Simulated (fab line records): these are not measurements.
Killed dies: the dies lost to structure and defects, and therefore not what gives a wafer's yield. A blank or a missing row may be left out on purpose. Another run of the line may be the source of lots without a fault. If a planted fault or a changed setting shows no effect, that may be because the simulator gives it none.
The tool behind it: which one?	flow nand-harc	24 lots with 72 wafers sampled at 6 steps, on a route of 1159 steps

WHAT THE GAUGES SHOWED, per wafer
NHARC_A_SLIT_INSPECT_11. Usual: raw-defect-count reads 20 (standard deviation 9.3).
lot	measured	on	raw-defect-count	flag
L075	day 14 03:53	defect-inspect-01	21 23 30	
L074	day 14 03:52	defect-inspect-01	12 15 18	
L077	day 14 14:59	defect-inspect-01	5 11 19	
L076	day 14 15:40	defect-inspect-01	24 34 21	
L079	day 15 07:05	defect-inspect-01	13 10 21	
L078	day 15 07:30	defect-inspect-01	22 19 25	
L081	day 16 07:29	defect-inspect-01	21 27 19	
L080	day 16 08:28	defect-inspect-02	16 16 12	
L082	day 16 21:59	defect-inspect-02	42 30 28	
L084	day 16 22:07	defect-inspect-01	39 26 29	
L083	day 17 00:02	defect-inspect-02	12 9 11	
L085	day 16 22:22	defect-inspect-01	12 9 12	
L087	day 17 12:00	defect-inspect-01	23 23 20	
L089	day 17 22:26	defect-inspect-02	12 12 14	
L088	day 17 23:14	defect-inspect-02	35 26 29	
L086	day 17 22:40	defect-inspect-02	19 16 17	
L092	day 18 10:06	defect-inspect-02	16 11 18	
L090	day 18 10:43	defect-inspect-01	16 8 12	
L091	day 18 08:52	defect-inspect-01	40 28 32	
L093	day 19 03:28	defect-inspect-01	30 28 35	
L094	day 19 04:05	defect-inspect-02	8 10 10	
L096	day 19 12:32	defect-inspect-01	16 16 15	
L095	day 19 13:28	defect-inspect-01	35 38 29	
L097	day 20 11:08	defect-inspect-01	16 20 20	

NHARC_A_WL_FILL_INSPECT_15. Usual: raw-defect-count reads 381 (standard deviation 130).
lot	measured	on	raw-defect-count	flag
L075	day 16 00:04	defect-inspect-01	295 312 281	
L074	day 16 00:07	defect-inspect-01	238 197 243	
L077	day 16 07:55	defect-inspect-02	409 428 333	
L076	day 16 08:04	defect-inspect-01	293 383 318	
L079	day 17 00:33	defect-inspect-02	338 395 511	
L078	day 17 00:50	defect-inspect-02	434 295 661	
L081	day 18 01:03	defect-inspect-02	384 562 359	
L080	day 18 01:14	defect-inspect-01	329 541 430	
L082	day 18 22:33	defect-inspect-02	330 342 327	
L084	day 18 21:46	defect-inspect-01	311 243 250	
L083	day 19 02:32	defect-inspect-01	467 385 241	
L085	day 18 15:28	defect-inspect-02	505 401 481	
L087	day 19 09:46	defect-inspect-02	422 517 371	
L089	day 19 15:25	defect-inspect-01	332 528 501	
L088	day 19 19:25	defect-inspect-02	410 462 570	
L086	day 19 15:07	defect-inspect-02	200 278 215	
L092	day 20 05:23	defect-inspect-02	302 347 245	
L090	day 20 02:28	defect-inspect-02	228 252 440	
L091	day 20 06:47	defect-inspect-01	324 386 304	
L093	day 20 22:06	defect-inspect-02	458 431 570	
L094	day 20 17:45	defect-inspect-02	231 171 318	
L096	day 21 13:13	defect-inspect-02	307 395 387	
L095	day 21 15:23	defect-inspect-01	416 498 402	
L097	day 22 02:13	defect-inspect-02	501 480 398	

WHICH TOOL RAN EACH LOT (tool, then ch and the chambers of the sampled wafers, then the start)
lot	NHARC_A_SGD_CUT_ETCH_59	NHARC_A_WL_FILL_RTA_01	NHARC_A_WL_FILL_ALD_10	NHARC_A_WL_FILL_STRIP_29
L075	rie-diel-10 ch 1,2,3, day 14 03:53 or earlier	rtp-anneal-01 ch 0, day 14 18:45	ald-hk-03 ch 1,2,3, day 15 08:02	rie-diel-11 ch 0,2,3, day 15 12:47
L074	rie-diel-12 ch 0,2, day 14 03:52 or earlier	rtp-anneal-02 ch 0, day 14 18:53	ald-hk-01 ch 1,2,3, day 15 08:13	rie-diel-03 ch 0,2, day 15 12:58
L077	rie-diel-10 ch 0,1,3, day 14 14:59 or earlier	rtp-anneal-02 ch 0, day 15 02:22	ald-hk-04 ch 0,3, day 15 14:17	rie-diel-05 ch 0,1,2, day 15 18:35
L076	rie-diel-10 ch 0,1,3, day 14 15:40 or earlier	rtp-anneal-02 ch 0, day 15 02:32	ald-hk-03 ch 0,2,3, day 15 13:52	rie-diel-11 ch 0,2, day 15 18:37
L079	rie-diel-10 ch 1,2,3, day 15 07:05 or earlier	rtp-anneal-01 ch 0, day 15 18:30	ald-hk-03 ch 1,2,3, day 16 07:53	rie-diel-03 ch 0,2,3, day 16 12:41
L078	rie-diel-08 ch 1,2,3, day 15 07:30 or earlier	rtp-anneal-02 ch 0, day 15 18:31	ald-hk-01 ch 0,1, day 16 08:54	rie-diel-03 ch 0,1,2, day 16 13:38
L081	rie-diel-08 ch 0,2,3, day 16 07:29 or earlier	rtp-anneal-02 ch 0, day 16 19:35	ald-hk-03 ch 0,1,3, day 17 08:34	rie-diel-05 ch 0,3, day 17 13:23
L080	rie-diel-12 ch 0,2, day 16 08:28 or earlier	rtp-anneal-01 ch 0, day 16 19:38	ald-hk-01 ch 0,1,2, day 17 09:06	rie-diel-11 ch 0,1, day 17 13:20
L082	rie-diel-12 ch 1,2,3, day 16 21:59 or earlier	rtp-anneal-02 ch 0, day 17 09:42	ald-hk-03 ch 0,1,3, day 18 02:20	rie-diel-05 ch 0,1,3, day 18 07:05
L084	rie-diel-08 ch 0,3, day 16 22:07 or earlier	rtp-anneal-01 ch 0, day 17 09:55	ald-hk-04 ch 0,2,3, day 18 03:53	rie-diel-11 ch 0,1,3, day 18 07:04
L083	rie-diel-10 ch 1,2, day 17 00:02 or earlier	rtp-anneal-02 ch 0, day 17 10:02	ald-hk-04 ch 0,2,3, day 18 06:28	rie-diel-11 ch 0,2,3, day 18 10:11
L085	rie-diel-08 ch 1,3, day 16 22:22 or earlier	rtp-anneal-01 ch 0, day 17 10:15	ald-hk-04 ch 0,1,2, day 17 23:15	rie-diel-05 ch 0,1,3, day 18 03:59
L087	rie-diel-10 ch 0,3, day 17 12:00 or earlier	rtp-anneal-02 ch 0, day 18 05:42	ald-hk-03 ch 0,3, day 18 15:29	rie-diel-11 ch 0,3, day 18 20:14
L089	rie-diel-10 ch 1,2,3, day 17 22:26 or earlier	rtp-anneal-02 ch 0, day 18 09:59	ald-hk-04 ch 1,2, day 18 23:17	rie-diel-03 ch 0,1,2, day 19 04:02
L088	rie-diel-08 ch 0,3, day 17 23:14 or earlier	rtp-anneal-02 ch 0, day 18 10:10	ald-hk-03 ch 1,2,3, day 18 23:49	rie-diel-05 ch 0,1, day 19 04:02
L086	rie-diel-10 ch 1,2,3, day 17 22:40 or earlier	rtp-anneal-02 ch 0, day 18 10:30	ald-hk-01 ch 0,1, day 18 23:50	rie-diel-11 ch 1,2,3, day 19 04:02
L092	rie-diel-12 ch 0,1, day 18 10:06 or earlier	rtp-anneal-02 ch 0, day 18 20:24	ald-hk-01 ch 0,1,3, day 19 14:21	rie-diel-11 ch 0,1, day 19 17:33
L090	rie-diel-10 ch 0,1,3, day 18 10:43 or earlier	rtp-anneal-02 ch 0, day 18 20:34	ald-hk-04 ch 1,2,3, day 19 10:09	rie-diel-03 ch 0,1,2, day 19 14:54
L091	rie-diel-10 ch 1,2,3, day 18 08:52 or earlier	rtp-anneal-01 ch 0, day 18 20:25	ald-hk-03 ch 1,2,3, day 19 12:46	rie-diel-03 ch 0,2,3, day 19 17:26
L093	rie-diel-08 ch 1,2,3, day 19 03:28 or earlier	rtp-anneal-02 ch 0, day 19 16:16	ald-hk-03 ch 0,2,3, day 20 01:49	rie-diel-11 ch 1,2,3, day 20 06:34
L094	rie-diel-10 ch 0,2, day 19 04:05 or earlier	rtp-anneal-02 ch 0, day 19 16:09	ald-hk-04 ch 0,1,3, day 20 01:50	rie-diel-05 ch 1,2, day 20 06:37
L096	rie-diel-10 ch 1,2, day 19 12:32 or earlier	rtp-anneal-01 ch 0, day 20 00:17	ald-hk-01 ch 0,2,3, day 20 14:08	rie-diel-11 ch 1,2, day 20 17:50
L095	rie-diel-12 ch 0,3, day 19 13:28 or earlier	rtp-anneal-02 ch 0, day 20 00:16	ald-hk-04 ch 1,2, day 20 13:05	rie-diel-03 ch 1,2, day 20 17:55
L097	rie-diel-10 ch 0,1,2, day 20 11:08 or earlier	rtp-anneal-02 ch 0, day 20 22:47	ald-hk-04 ch 0,3, day 21 08:23	rie-diel-03 ch 1,2,3, day 21 13:08
- NHARC_A_SGD_CUT_ETCH_59: etches the open film in N2/H2, target depth 260 nm, time 406.25 s.
- NHARC_A_WL_FILL_RTA_01: time 5 s.
- NHARC_A_WL_FILL_ALD_10: deposits SiO2, target thk 50 nm, pulse time 10 s, ald cycles 500.
- NHARC_A_WL_FILL_STRIP_29: strips in O2, time 20 s.

AS READ BY THE TOOLS THEMSELVES (means over the sampled wafers that have a number; for cases with no such wafer, the mark the record gives instead)
NHARC_A_SGD_CUT_ETCH_59. Usual: chamber-pressure-mTorr 29.999 mTorr, standard deviation 0.022; drypump-motor-current-A 6.0 A, standard deviation 0.49; oes-product-au 0.999 a.u., standard deviation 0.0091; rf-vpp-V 430 V, standard deviation 3; showerhead-plenum-p-Torr 2.04 Torr, standard deviation 0.11; throttle-valve-pct 14.171 %, standard deviation 0.009.
lot	tool	chamber-pressure-mTorr (mTorr)	drypump-motor-current-A (A)	oes-product-au (a.u.)	rf-vpp-V (V)	showerhead-plenum-p-Torr (Torr)	throttle-valve-pct (%)	flag
L075	rie-diel-10	29.997	5.9	1.002	431	2.01	14.175	
L074	rie-diel-12	30.001	6.3	1.001	429	2.00	14.166	
L077	rie-diel-10	29.983	5.7	0.995	430	2.02	14.170	
L076	rie-diel-10	30.006	5.8	0.992	429	2.02	14.172	
L079	rie-diel-10	30.018	5.9	0.997	430	2.01	14.160	
L078	rie-diel-08	30.013	6.1	1.005	428	1.99	14.170	
L081	rie-diel-08	29.996	6.0	1.003	429	2.03	14.173	
L080	rie-diel-12	29.985	6.3	0.997	430	2.00	14.172	
L082	rie-diel-12	29.986	6.2	0.999	430	2.03	14.176	
L084	rie-diel-08	30.015	6.1	1.001	431	2.06	14.167	
L083	rie-diel-10	29.971	5.7	0.999	430	2.01	14.187	
L085	rie-diel-08	29.997	6.3	0.995	430	2.02	14.163	
L087	rie-diel-10	29.994	6.1	0.992	433	2.10	14.175	
L089	rie-diel-10	29.993	5.9	1.003	430	2.01	14.164	
L088	rie-diel-08	30.000	6.1	1.016	431	2.06	14.172	
L086	rie-diel-10	29.993	5.9	1.007	429	2.01	14.169	
L092	rie-diel-12	29.989	6.3	0.995	430	2.02	14.165	
L090	rie-diel-10	30.013	5.8	0.998	430	2.02	14.179	
L091	rie-diel-10	29.990	5.9	0.999	430	2.01	14.166	
L093	rie-diel-08	29.996	6.1	0.997	430	1.99	14.169	
L094	rie-diel-10	30.013	6.4	0.999	434	2.17	14.175	
L096	rie-diel-10	30.004	6.2	0.995	431	2.08	14.168	
L095	rie-diel-12	29.986	5.7	0.990	427	1.94	14.181	
L097	rie-diel-10	30.011	6.0	0.994	433	2.09	14.173	

NHARC_A_WL_FILL_RTA_01. Usual: lamp-power-pct 29.0 %, standard deviation 1.3; lamp_zone_1_pct 29.0 %, standard deviation 1.3; wafer_temp_C_max 1003.8, standard deviation 0.97.
lot	tool	lamp-power-pct (%)	lamp_zone_1_pct (%)	wafer_temp_C_max	flag
L075	rtp-anneal-01	31.1	31.1	1004.2	
L074	rtp-anneal-02	28.1	28.1	1003.4	
L077	rtp-anneal-02	28.1	28.2	1003.4	
L076	rtp-anneal-02	28.2	28.2	1003.8	
L079	rtp-anneal-01	31.1	31.1	1004.5	
L078	rtp-anneal-02	28.2	28.2	1002.9	
L081	rtp-anneal-02	28.1	28.2	1003.5	
L080	rtp-anneal-01	31.1	31.1	1004.9	
L082	rtp-anneal-02	28.2	28.2	1004.0	
L084	rtp-anneal-01	31.1	31.1	1005.2	
L083	rtp-anneal-02	28.2	28.2	1003.0	
L085	rtp-anneal-01	31.0	31.0	1004.6	
L087	rtp-anneal-02	28.2	28.2	1003.4	
L089	rtp-anneal-02	28.2	28.2	1003.3	
L088	rtp-anneal-02	28.1	28.2	1004.0	
L086	rtp-anneal-02	28.1	28.1	1003.9	
L092	rtp-anneal-02	28.2	28.2	1003.4	
L090	rtp-anneal-02	28.1	28.1	1003.9	
L091	rtp-anneal-01	31.1	31.1	1004.6	
L093	rtp-anneal-02	28.2	28.1	1003.4	
L094	rtp-anneal-02	28.2	28.2	1003.0	
L096	rtp-anneal-01	31.1	31.1	1005.6	
L095	rtp-anneal-02	28.1	28.1	1002.7	
L097	rtp-anneal-02	28.2	28.2	1003.0	

NHARC_A_WL_FILL_ALD_10. Usual: heater-power-w 461 W, standard deviation 33; precursor-pulse-height-rel 1.000, standard deviation 0.019.
lot	tool	heater-power-w (W)	precursor-pulse-height-rel	flag
L075	ald-hk-03	459	0.985	
L074	ald-hk-01	501	1.012	
L077	ald-hk-04	483	0.994	
L076	ald-hk-03	467	0.989	
L079	ald-hk-03	472	0.995	
L078	ald-hk-01	469	1.001	
L081	ald-hk-03	448	1.004	
L080	ald-hk-01	469	1.009	
L082	ald-hk-03	441	1.010	
L084	ald-hk-04	453	1.010	
L083	ald-hk-04	454	0.981	
L085	ald-hk-04	448	1.009	
L087	ald-hk-03	446	1.022	
L089	ald-hk-04	433	0.985	
L088	ald-hk-03	463	1.014	
L086	ald-hk-01	435	0.996	
L092	ald-hk-01	473	1.007	
L090	ald-hk-04	436	1.003	
L091	ald-hk-03	468	1.000	
L093	ald-hk-03	466	0.988	
L094	ald-hk-04	450	0.996	
L096	ald-hk-01	480	1.002	
L095	ald-hk-04	442	1.004	
L097	ald-hk-04	451	1.008	

NHARC_A_WL_FILL_STRIP_29. Usual: chamber-pressure-mTorr 60.00 mTorr, standard deviation 0.13; drypump-motor-current-A 5.5 A, standard deviation 0.59; oes-product-au 0.999 a.u., standard deviation 0.01; rf-vpp-V 58.1 V, standard deviation 0.94; showerhead-plenum-p-Torr 3.61 Torr, standard deviation 0.17; throttle-valve-pct 17.037 %, standard deviation 0.0078.
lot	tool	chamber-pressure-mTorr (mTorr)	drypump-motor-current-A (A)	oes-product-au (a.u.)	rf-vpp-V (V)	showerhead-plenum-p-Torr (Torr)	throttle-valve-pct (%)	flag
L075	rie-diel-11	59.99	5.6	0.996	58.9	3.58	17.035	
L074	rie-diel-03	59.99	5.6	0.996	57.9	3.52	17.032	
L077	rie-diel-05	59.95	5.9	0.999	58.7	3.75	17.036	
L076	rie-diel-11	59.99	5.6	1.008	57.6	3.71	17.032	
L079	rie-diel-03	60.00	5.6	1.000	57.9	3.62	17.025	
L078	rie-diel-03	59.97	5.5	0.996	58.1	3.60	17.031	
L081	rie-diel-05	60.00	5.6	0.994	58.7	3.74	17.032	
L080	rie-diel-11	60.00	5.4	1.006	57.7	3.57	17.037	
L082	rie-diel-05	60.02	5.6	1.008	58.9	3.74	17.043	
L084	rie-diel-11	59.95	5.4	1.001	58.1	3.45	17.037	
L083	rie-diel-11	59.96	5.6	1.011	58.1	3.58	17.036	
L085	rie-diel-05	59.97	5.5	0.999	58.8	3.74	17.033	
L087	rie-diel-11	60.00	5.3	1.000	58.6	3.58	17.038	
L089	rie-diel-03	59.97	5.5	0.988	58.1	3.60	17.037	
L088	rie-diel-05	59.97	6.0	0.998	58.7	3.71	17.034	
L086	rie-diel-11	60.01	5.7	1.000	57.0	3.44	17.040	
L092	rie-diel-11	60.01	5.4	0.999	58.2	3.57	17.041	
L090	rie-diel-03	59.99	5.5	1.002	58.2	3.60	17.044	
L091	rie-diel-03	60.01	5.6	0.998	57.9	3.61	17.038	
L093	rie-diel-11	60.00	5.7	0.998	57.8	3.44	17.037	
L094	rie-diel-05	59.94	5.8	1.001	59.0	3.79	17.041	
L096	rie-diel-11	59.94	6.0	0.990	57.9	3.56	17.039	
L095	rie-diel-03	59.98	5.0	0.988	58.0	3.58	17.041	
L097	rie-diel-03	60.01	5.1	0.989	57.9	3.59	17.035	

THE ANSWER, worked out from the rows above alone
Rule: a lot is off if the mean of its wafers that have a number lies more than 3 standard deviations from the usual mean. Also off: a lot with no number at a reading for which 4 or more lots have one. Where the step has rows for the other lots, those lots are counted as sound. The gauges are gone through in route order, then the tools' own readings, and for those a lot's mean is taken as printed above. At the first step where some lot is off, the reading lying furthest off is the one used; lots without a number count as furthest.
Nothing can be told from this: no lot is off at any reading shown.

WHAT THE SIMULATOR HAD INSERTED
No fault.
